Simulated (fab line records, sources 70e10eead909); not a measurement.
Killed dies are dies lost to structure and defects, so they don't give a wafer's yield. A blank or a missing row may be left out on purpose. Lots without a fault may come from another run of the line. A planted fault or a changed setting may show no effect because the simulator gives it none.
Chamber matching | flow nand_harc | NHARC_P_CONTACT_CMP_01 on cmp-03: 4 sister chambers
The step polishes SiO2, target thk 200 nm. 18 wafers are shown with their chamber, then 9 later ones without.

WAFERS WITH THEIR CHAMBER
wafer  | chamber | motor_current_A (A) | slurry_filter_dp_kPa (kPa)
L074.1 | 3       | 13.3                | 13.64
L074.2 | 1       | 13.0                | 13.62
L074.6 | 2       | 14.6                | 13.36
L075.1 | 1       | 13.4                | 13.50
L075.3 | 0       | 9.8                 | 13.67
L075.5 | 3       | 12.7                | 13.49
L078.2 | 2       | 13.9                | 13.46
L078.5 | 2       | 14.4                | 13.57
L078.6 | 3       | 12.8                | 13.62
L082.1 | 1       | 13.0                | 13.52
L082.4 | 0       | 10.1                | 13.72
L082.6 | 1       | 13.4                | 13.62
L085.3 | 0       | 9.5                 | 13.53
L085.4 | 1       | 13.1                | 13.71
L085.6 | 2       | 14.5                | 13.52
L086.2 | 0       | 10.1                | 13.44
L086.4 | 3       | 12.9                | 13.67
L086.5 | 0       | 10.2                | 13.45

SIGNATURES (means of the wafers above)
reading              | chamber 0 | chamber 1 | chamber 2 | chamber 3 | scatter within a chamber
motor_current_A      | 9.940     | 13.180    | 14.350    | 12.925    | 0.267
slurry_filter_dp_kPa | 13.5620   | 13.5940   | 13.4775   | 13.6050   | 0.0991
Rule: a wafer's distance from a chamber is the root of the sum, over the readings, of the square of ((its reading less the chamber's mean) divided by the reading's scatter). The wafer belongs to the nearest chamber; if the next one is less than 2 further off, it can't be placed. The scatter: the root of (the sum of the squares of (reading less its chamber's mean) over the shown wafers, divided by (wafers less chambers)).

WAFERS WITHOUT THEIR CHAMBER
wafer  | motor_current_A (A) | slurry_filter_dp_kPa (kPa)
L088.2 | 12.9                | 13.52
L088.4 | 14.4                | 13.48
L088.5 | 9.8                 | 13.54
L091.1 | 13.3                | 13.68
L091.2 | 9.8                 | 13.39
L091.5 | 13.0                | 13.36
L096.1 | 13.5                | 13.45
L096.3 | 13.6                | 13.63
L096.5 | 9.4                 | 13.45

WHICH CHAMBER EACH WENT THROUGH
wafer  | from the rows above          | in truth
L088.2 | can't be placed: 3 or 1      | 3
L088.4 | 2                            | 2
L088.5 | 0                            | 0
L091.1 | can't be placed: 1 or 3      | 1
L091.2 | 0                            | 0
L091.5 | can't be placed: 1 or 3      | 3
L096.1 | can't be placed: 1 or 3 or 2 | 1
L096.3 | can't be placed: 1 or 3 or 2 | 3
L096.5 | 0                            | 0
Placed correctly: 4 of 9. Can't be placed from these rows: 5 (the true chamber is among the candidates in 5). Placed wrongly: 0.
